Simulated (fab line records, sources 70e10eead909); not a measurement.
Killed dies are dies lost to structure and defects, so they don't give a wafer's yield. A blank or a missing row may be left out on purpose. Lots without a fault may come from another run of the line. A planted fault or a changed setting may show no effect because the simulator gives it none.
Chamber matching | flow nand_harc | NHARC_P_CONTACT_CMP_01 on cmp-01: 4 sister chambers
The step polishes SiO2, target thk 200 nm. 18 wafers are shown with their chamber, then 9 later ones without.

WAFERS WITH THEIR CHAMBER
wafer  | chamber | motor_current_A (A) | edge_zone_pressure_frac
L077.1 | 1       | 12.0                | 0.997
L077.5 | 3       | 11.1                | 1.005
L077.6 | 2       | 11.5                | 1.002
L078.1 | 0       | 12.8                | 1.002
L078.4 | 2       | 11.3                | 1.009
L078.6 | 1       | 12.2                | 0.997
L079.2 | 0       | 13.1                | 1.000
L079.4 | 1       | 12.3                | 0.996
L079.6 | 3       | 11.7                | 0.997
L083.2 | 3       | 11.1                | 1.000
L083.4 | 1       | 12.7                | 0.999
L083.6 | 3       | 12.0                | 0.992
L084.1 | 3       | 11.6                | 1.001
L084.2 | 0       | 12.6                | 1.003
L084.4 | 2       | 11.3                | 0.993
L088.2 | 3       | 11.0                | 1.001
L088.4 | 0       | 12.6                | 0.990
L088.5 | 0       | 11.4                | 0.987

SIGNATURES (means of the wafers above)
reading                 | chamber 0 | chamber 1 | chamber 2 | chamber 3 | scatter within a chamber
motor_current_A         | 12.500    | 12.300    | 11.367    | 11.417    | 0.447
edge_zone_pressure_frac | 0.99640   | 0.99725   | 1.00133   | 0.99933   | 0.00566
Rule: a wafer's distance from a chamber is the root of the sum, over the readings, of the square of ((its reading less the chamber's mean) divided by the reading's scatter). The wafer belongs to the nearest chamber; if the next one is less than 2 further off, it can't be placed. The scatter: the root of (the sum of the squares of (reading less its chamber's mean) over the shown wafers, divided by (wafers less chambers)).

WAFERS WITHOUT THEIR CHAMBER
wafer  | motor_current_A (A) | edge_zone_pressure_frac
L090.1 | 11.5                | 1.002
L090.5 | 11.8                | 0.995
L090.6 | 11.1                | 0.997
L095.3 | 12.2                | 1.000
L095.5 | 12.3                | 0.994
L095.6 | 11.7                | 1.002
L097.3 | 11.8                | 1.001
L097.5 | 11.7                | 1.012
L097.6 | 12.2                | 1.003

WHICH CHAMBER EACH WENT THROUGH
wafer  | from the rows above               | in truth
L090.1 | can't be placed: 2 or 3 or 1      | 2
L090.5 | can't be placed: 3 or 1 or 2 or 0 | 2
L090.6 | can't be placed: 3 or 2 or 1      | 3
L095.3 | can't be placed: 1 or 0 or 3 or 2 | 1
L095.5 | can't be placed: 1 or 0 or 3 or 2 | 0
L095.6 | can't be placed: 2 or 3 or 1 or 0 | 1
L097.3 | can't be placed: 3 or 2 or 1 or 0 | 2
L097.5 | can't be placed: 2 or 3 or 1 or 0 | 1
L097.6 | can't be placed: 1 or 0 or 3 or 2 | 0
Placed correctly: 0 of 9. Can't be placed from these rows: 9 (the true chamber is among the candidates in 9). Placed wrongly: 0.
